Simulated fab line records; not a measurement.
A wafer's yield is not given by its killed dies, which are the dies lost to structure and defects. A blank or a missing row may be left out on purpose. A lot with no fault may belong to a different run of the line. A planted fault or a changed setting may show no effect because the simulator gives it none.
Which tool is to blame? / flow nand-harc / 12 lots, 36 wafers sampled, at 4 steps of a route of 1159

## WHAT EACH GAUGE READ, for each wafer
NHARC_P_GATE_CD_MEAS_46: target cd 720 nm.
lot=L211; measured=day 5 06:50; on=cd-sem-01; cd-nm (nm)=720.1 719.8 721.4
lot=L214; measured=day 5 18:43; on=cd-sem-02; cd-nm (nm)=719.2 721.1 718.5
lot=L215; measured=day 6 05:27; on=cd-sem-03; cd-nm (nm)=721.5 721.0 720.4
lot=L216; measured=day 6 07:01; on=cd-sem-02; cd-nm (nm)=718.0 718.5 718.5
lot=L217; measured=day 6 22:50; on=cd-sem-01; cd-nm (nm)=719.5 719.8 719.5
lot=L219; measured=day 7 06:52; on=cd-sem-01; cd-nm (nm)=723.0 721.1 720.2
lot=L221; measured=day 7 18:56; on=cd-sem-03; cd-nm (nm)=718.9 720.2 718.7
lot=L225; measured=day 8 11:16; on=cd-sem-01; cd-nm (nm)=718.7 721.7 719.5
lot=L224; measured=day 8 16:46; on=cd-sem-03; cd-nm (nm)=721.0 721.4 720.2
lot=L228; measured=day 9 13:38; on=cd-sem-03; cd-nm (nm)=720.0 721.9 720.2
lot=L234; measured=day 10 17:49; on=cd-sem-01; cd-nm (nm)=721.3 719.1 722.4
lot=L233; measured=day 10 18:02; on=cd-sem-01; cd-nm (nm)=718.9 719.4 718.5

NHARC_P_GATE_CD_MEAS_59: target cd 720 nm.
lot=L211; measured=day 5 09:53; on=cd-sem-03; cd-nm (nm)=720.3 723.0 722.2
lot=L214; measured=day 5 20:31; on=cd-sem-03; cd-nm (nm)=718.4 718.8 718.4
lot=L215; measured=day 6 07:04; on=cd-sem-03; cd-nm (nm)=720.7 718.2 719.3
lot=L216; measured=day 6 08:48; on=cd-sem-03; cd-nm (nm)=718.4 719.0 719.8
lot=L217; measured=day 7 00:36; on=cd-sem-01; cd-nm (nm)=719.3 719.4 718.3
lot=L219; measured=day 7 08:29; on=cd-sem-02; cd-nm (nm)=719.6 721.3 719.3
lot=L221; measured=day 7 20:44; on=cd-sem-02; cd-nm (nm)=721.1 720.1 721.9
lot=L225; measured=day 8 13:02; on=cd-sem-03; cd-nm (nm)=711.7 713.5 712.0
lot=L224; measured=day 8 18:44; on=cd-sem-01; cd-nm (nm)=722.5 722.5 721.5
lot=L228; measured=day 9 15:33; on=cd-sem-01; cd-nm (nm)=711.2 712.1 711.6
lot=L234; measured=day 10 19:28; on=cd-sem-02; cd-nm (nm)=722.8 721.1 722.9
lot=L233; measured=day 10 19:49; on=cd-sem-02; cd-nm (nm)=720.2 721.4 721.8

## WHICH TOOL RAN EACH LOT (tool, then ch and the chambers of the sampled wafers, then the start)
lot=L211; NHARC_P_GATE_ETCH_32=rie-si-01 ch 0,2,3, day 4 19:35; NHARC_P_GATE_PEB_57=litho-track-03 ch 0, day 5 09:47
lot=L214; NHARC_P_GATE_ETCH_32=rie-si-05 ch 0,1,3, day 5 07:18; NHARC_P_GATE_PEB_57=litho-track-03 ch 0, day 5 20:25
lot=L215; NHARC_P_GATE_ETCH_32=rie-si-02 ch 1,2,3, day 5 18:01; NHARC_P_GATE_PEB_57=litho-track-05 ch 0, day 6 06:59
lot=L216; NHARC_P_GATE_ETCH_32=rie-si-02 ch 0,1,3, day 5 19:14; NHARC_P_GATE_PEB_57=litho-track-05 ch 0, day 6 08:43
lot=L217; NHARC_P_GATE_ETCH_32=rie-si-02 ch 0,2,3, day 6 11:18; NHARC_P_GATE_PEB_57=litho-track-03 ch 0, day 7 00:31
lot=L219; NHARC_P_GATE_ETCH_32=rie-si-05 ch 0,1,2, day 6 19:38; NHARC_P_GATE_PEB_57=litho-track-05 ch 0, day 7 08:24
lot=L221; NHARC_P_GATE_ETCH_32=rie-si-02 ch 0,1,2, day 7 07:40; NHARC_P_GATE_PEB_57=litho-track-05 ch 0, day 7 20:38
lot=L225; NHARC_P_GATE_ETCH_32=rie-si-05 ch 0,1, day 7 23:42; NHARC_P_GATE_PEB_57=litho-track-05 ch 0, day 8 12:57
lot=L224; NHARC_P_GATE_ETCH_32=rie-si-02 ch 0,1,3, day 8 00:07; NHARC_P_GATE_PEB_57=litho-track-03 ch 0, day 8 18:38
lot=L228; NHARC_P_GATE_ETCH_32=rie-si-01 ch 0,1,3, day 9 02:10; NHARC_P_GATE_PEB_57=litho-track-05 ch 0, day 9 15:27
lot=L234; NHARC_P_GATE_ETCH_32=rie-si-02 ch 0,2,3, day 10 06:26; NHARC_P_GATE_PEB_57=litho-track-03 ch 0, day 10 19:22
lot=L233; NHARC_P_GATE_ETCH_32=rie-si-01 ch 1,2,3, day 10 06:35; NHARC_P_GATE_PEB_57=litho-track-03 ch 0, day 10 19:44
- NHARC_P_GATE_ETCH_32: etches the open film in HBr/Cl2, target depth 150 nm, time 100.1 s.
- NHARC_P_GATE_PEB_57: peb time 85 s.

## AS READ BY THE TOOLS THEMSELVES (means over the sampled wafers that have a number; for cases with no such wafer, the mark the record gives instead)
NHARC_P_GATE_ETCH_32.
lot=L211; tool=rie-si-01; drypump-motor-current-A (A)=5.5; oes-product-au (a.u.)=1.003; throttle-valve-pct (%)=26.407
lot=L214; tool=rie-si-05; drypump-motor-current-A (A)=5.9; oes-product-au (a.u.)=1.005; throttle-valve-pct (%)=26.411
lot=L215; tool=rie-si-02; drypump-motor-current-A (A)=6.0; oes-product-au (a.u.)=0.997; throttle-valve-pct (%)=26.409
lot=L216; tool=rie-si-02; drypump-motor-current-A (A)=6.2; oes-product-au (a.u.)=0.995; throttle-valve-pct (%)=26.401
lot=L217; tool=rie-si-02; drypump-motor-current-A (A)=6.1; oes-product-au (a.u.)=0.995; throttle-valve-pct (%)=26.411
lot=L219; tool=rie-si-05; drypump-motor-current-A (A)=6.1; oes-product-au (a.u.)=0.997; throttle-valve-pct (%)=26.404
lot=L221; tool=rie-si-02; drypump-motor-current-A (A)=6.1; oes-product-au (a.u.)=0.993; throttle-valve-pct (%)=26.416
lot=L225; tool=rie-si-05; drypump-motor-current-A (A)=5.7; oes-product-au (a.u.)=0.998; throttle-valve-pct (%)=26.407
lot=L224; tool=rie-si-02; drypump-motor-current-A (A)=6.2; oes-product-au (a.u.)=0.998; throttle-valve-pct (%)=26.407
lot=L228; tool=rie-si-01; drypump-motor-current-A (A)=5.4; oes-product-au (a.u.)=1.007; throttle-valve-pct (%)=26.401
lot=L234; tool=rie-si-02; drypump-motor-current-A (A)=6.1; oes-product-au (a.u.)=0.994; throttle-valve-pct (%)=26.405
lot=L233; tool=rie-si-01; drypump-motor-current-A (A)=5.5; oes-product-au (a.u.)=0.996; throttle-valve-pct (%)=26.405

NHARC_P_GATE_PEB_57.
lot=L211; tool=litho-track-03; heater-power-total-W (W)=164.25; plate-temp-C (C)=117.91
lot=L214; tool=litho-track-03; heater-power-total-W (W)=163.93; plate-temp-C (C)=117.94
lot=L215; tool=litho-track-05; heater-power-total-W (W)=163.97; plate-temp-C (C)=118.09
lot=L216; tool=litho-track-05; heater-power-total-W (W)=163.79; plate-temp-C (C)=117.99
lot=L217; tool=litho-track-03; heater-power-total-W (W)=163.89; plate-temp-C (C)=118.25
lot=L219; tool=litho-track-05; heater-power-total-W (W)=164.20; plate-temp-C (C)=117.99
lot=L221; tool=litho-track-05; heater-power-total-W (W)=163.77; plate-temp-C (C)=117.90
lot=L225; tool=litho-track-05; heater-power-total-W (W)=157.48; plate-temp-C (C)=114.49
lot=L224; tool=litho-track-03; heater-power-total-W (W)=163.95; plate-temp-C (C)=118.11
lot=L228; tool=litho-track-05; heater-power-total-W (W)=157.45; plate-temp-C (C)=114.53
lot=L234; tool=litho-track-03; heater-power-total-W (W)=164.09; plate-temp-C (C)=118.04
lot=L233; tool=litho-track-03; heater-power-total-W (W)=163.88; plate-temp-C (C)=118.09

## THE ANSWER, worked out from the rows above alone
Rule: what is usual is taken from the lots themselves. The widest of any qualifying gaps counts: lots, ordered by their means at a reading, are off when they make up no more than a third of the lots, leave a main group of 4 or more, and stand apart from it by 3 or more times the standard deviation of that group's means. If all means in a main group match to the digits the tables above print for the reading, that group is not used. Also off: a lot with no number at a reading for which 4 or more lots have one. Any other lot the step has rows for is counted as sound. Order of review: gauges by route order, followed by the tools' own readings, for which a lot's mean as printed above is used. The first step at which some lot is off is used, and at that step the reading that is off furthest; a lot without a number counts as furthest.
Off: L225, L228, at NHARC_P_GATE_CD_MEAS_59 (cd-nm). The main group: mean 720.4 nm, standard deviation 1.3.
A tool fits if, at a process step before that reading, it ran every lot that is off, and no sound lot after the first of them. Not tried: the gauges at NHARC_P_GATE_CD_MEAS_59; whatever is off there is also off at NHARC_P_GATE_PEB_57, on other tools, and gauge error can't account for it. One fits: NHARC_P_GATE_PEB_57 on litho-track-05. A fault onset in the window from L221 (day 7 20:38, its last sound lot) to L225 (day 8 12:57, its first lot off) fits.
The tool's own readings at NHARC_P_GATE_PEB_57 bear it out: on the lots that are off they differ by more than 5 times the standard deviation of the sound lots' means. heater-power-total-W reads 157.46 W there against 163.97 W on the sound lots; plate-temp-C reads 114.51 C there against 118.03 C on the sound lots.

## WHAT THE SIMULATOR HAD PUT IN
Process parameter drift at NHARC_P_GATE_PEB_57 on litho-track-05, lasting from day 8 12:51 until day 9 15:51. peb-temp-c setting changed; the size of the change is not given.
Shown lots that were struck: L225, L228. This agrees with what the rule above found.
